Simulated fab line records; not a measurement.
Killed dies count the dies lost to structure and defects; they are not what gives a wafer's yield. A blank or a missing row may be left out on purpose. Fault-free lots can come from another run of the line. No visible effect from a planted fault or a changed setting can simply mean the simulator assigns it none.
Split-lot experiment + flow n5Finfet + 21 wafers read across 7 lots, on a route 1938 steps long

## ON THE SPLIT
At N5_BEOL_M2_COAT_73 (time 60 s, resist thk 5 nm), the setting spinRpm was moved away from the recipe's 1500 rpm on 6 of the 21 wafers read, by +3.5% to +10.1%. All remaining wafers had this setting at the recipe value.

## FROM THE SPLIT TO THE READING: what the file shows between them, 3 steps
- N5_BEOL_M2_COAT_05: resist thk 30 nm
- N5_BEOL_M2_EBR_07
- N5_BEOL_M2_DESCUM_16: chemistry O2, time 7 s

## THE READING
etch.depthNm (the simulator's own value, which no gauge read), in nm, at N5_BEOL_M2_ETCH_74 (etches underlayer in N2/H2, target depth 6.5 nm, time 5.2 s). The file gives no usual value for it. Here, 15 wafers ran the recipe; their average is 4.996 nm with a standard deviation of 0.019 nm.

| wafer  | tool, chamber at the split | spinRpm as run, rpm | against the recipe | etch.depthNm, nm | against lot-mates on the recipe |
|--------|----------------------------|---------------------|--------------------|------------------|---------------------------------|
| L078.1 | lithoTrack-04, 0           | 1500                | recipe             | 5.021            | -                               |
| L078.3 | lithoTrack-04, 0           | 1500                | recipe             | 4.999            | -                               |
| L078.5 | lithoTrack-04, 0           | 1552                | +3.5%              | 4.937            | -0.073                          |
| L081.1 | lithoTrack-03, 0           | 1651                | +10.1%             | 4.787            | -0.234                          |
| L081.2 | lithoTrack-03, 0           | 1651                | +10.1%             | 4.774            | -0.247                          |
| L081.5 | lithoTrack-03, 0           | 1500                | recipe             | 5.021            | -                               |
| L088.3 | lithoTrack-01, 0           | 1500                | recipe             | 4.975            | -                               |
| L088.5 | lithoTrack-01, 0           | 1500                | recipe             | 4.99             | -                               |
| L088.6 | lithoTrack-01, 0           | 1500                | recipe             | 4.977            | -                               |
| L093.3 | lithoTrack-01, 0           | 1598                | +6.5%              | 4.852            | no lot-mate on the recipe       |
| L093.5 | lithoTrack-01, 0           | 1598                | +6.5%              | 4.843            | no lot-mate on the recipe       |
| L093.6 | lithoTrack-01, 0           | 1598                | +6.5%              | 4.839            | no lot-mate on the recipe       |
| L094.1 | lithoTrack-04, 0           | 1500                | recipe             | 4.962            | -                               |
| L094.2 | lithoTrack-04, 0           | 1500                | recipe             | 4.969            | -                               |
| L094.6 | lithoTrack-04, 0           | 1500                | recipe             | 4.978            | -                               |
| L096.1 | lithoTrack-01, 0           | 1500                | recipe             | 5.004            | -                               |
| L096.2 | lithoTrack-01, 0           | 1500                | recipe             | 4.995            | -                               |
| L096.6 | lithoTrack-01, 0           | 1500                | recipe             | 5.006            | -                               |
| L097.1 | lithoTrack-01, 0           | 1500                | recipe             | 5.012            | -                               |
| L097.2 | lithoTrack-01, 0           | 1500                | recipe             | 5.014            | -                               |
| L097.5 | lithoTrack-01, 0           | 1500                | recipe             | 5.011            | -                               |

THE FIT
A straight line over all 21 wafers: etch.depthNm changes by -0.0219 nm for each +1% of spinRpm; r = -0.98; the points scatter about the line by 0.018 nm.
The same after taking each lot's own level away (the mean of its wafers on the recipe; 18 wafers): -0.0238 nm for each +1%; r = -1.00; scatter 0.0068 nm.
According to that fit, moving spinRpm by its largest amount changes the reading by 0.24 nm.
From 4.9697 to 5.0210 nm: that is the span of the lots' own levels, equal to 2.7 times the standard deviation above.
So the lot-to-lot level changes the slope little: the two slopes agree.
Check: for one of the wafers moved furthest among these (+10.1%), held out of the fit, the line's prediction against its lot-mates is -0.243 nm. Against them it came out at -0.234 nm.

## FURTHER SPLITS ON THESE WAFERS
Note: prior to the reading, these wafers also went through further splits. Each is held against what the fit with the lots' levels taken away leaves over:
| other split on the same wafers          | wafers away from the commonest value | r with etch.depthNm (lot level and that fit taken away) |
|-----------------------------------------|--------------------------------------|---------------------------------------------------------|
| N5_MOL_CONTACT_COAG_EXPOSE_81 doseMj    | 6                                    | -0.31                                                   |
| N5_MOL_CONTACT_COAG_EXPOSE_37 doseMj    | 4                                    | +0.18                                                   |
| N5_MOL_CONTACT_COAG_ETCHBACK_134 timeS  | 6                                    | -0.03                                                   |
| N5_BEOL_M0_TRENCH_ETCH_107 targetDepthA | 6                                    | +0.36                                                   |
| N5_BEOL_M0_ETCH_109 biasW               | 5                                    | +0.17                                                   |
| N5_BEOL_M1_ETCH_64 timeS                | 3                                    | -0.18                                                   |
| N5_BEOL_M2_ILD_DEP_00 timeS             | 5                                    | +0.14                                                   |

## THE FILE'S OWN FIT
etch.depthNm changes by -0.0236 nm for each +1% of spinRpm, r = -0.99.
